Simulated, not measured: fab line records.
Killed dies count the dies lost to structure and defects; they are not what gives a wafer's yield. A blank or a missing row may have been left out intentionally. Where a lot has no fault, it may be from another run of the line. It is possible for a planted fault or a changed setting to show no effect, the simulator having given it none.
Matching of chambers | flow nand-harc | 4 sister chambers for NHARC_A_STAIRCASE_CMP_152 on cmp-03
The step polishes. 4 wafers are shown with their chamber, then 10 later ones without.

== EACH WAFER AND ITS CHAMBER ==
wafer  | chamber | motor-current-A (A)
L079.1 | 3       | 13.0
L079.2 | 2       | 12.0
L089.1 | 0       | 12.4
L089.4 | 1       | 12.7

== WAFERS WHOSE CHAMBER IS MISSING ==
wafer  | motor-current-A (A)
L089.5 | 12.3
L088.1 | 12.6
L088.3 | 12.6
L088.4 | 12.8
L092.2 | 13.8
L092.3 | 13.0
L092.5 | 13.0
L094.4 | 12.4
L094.5 | 12.0
L094.6 | 12.5

== WHICH CHAMBER EACH WENT THROUGH ==
wafer  | from the rows above               | in truth
L089.5 | can't be placed: 0 or 2 or 1      | 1
L088.1 | can't be placed: 1 or 0 or 3 or 2 | 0
L088.3 | can't be placed: 1 or 0 or 3 or 2 | 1
L088.4 | can't be placed: 1 or 3 or 0      | 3
L092.2 | can't be placed: 3 or 1           | 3
L092.3 | can't be placed: 3 or 1           | 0
L092.5 | can't be placed: 3 or 1           | 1
L094.4 | can't be placed: 0 or 1 or 2      | 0
L094.5 | can't be placed: 2 or 0           | 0
L094.6 | can't be placed: 0 or 1 or 2 or 3 | 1
Correct placement for 0 of the 10. These rows do not allow placing 10 (true chamber among the candidates in 9). Number placed wrongly: 0.
How it was worked out, from the rows above alone: a wafer's distance from a chamber is the root of the sum, over the readings, of the square of ((its reading less the chamber's mean) divided by the reading's scatter). If the next closest chamber is less than 2 further off than the closest, the wafer can't be placed; otherwise it belongs to the closest. Each chamber's mean is taken over the wafers shown for it. The scatter (one wafer shown for each chamber): square how far every hidden wafer sits from the nearest shown wafer, average those squares and take the square root.
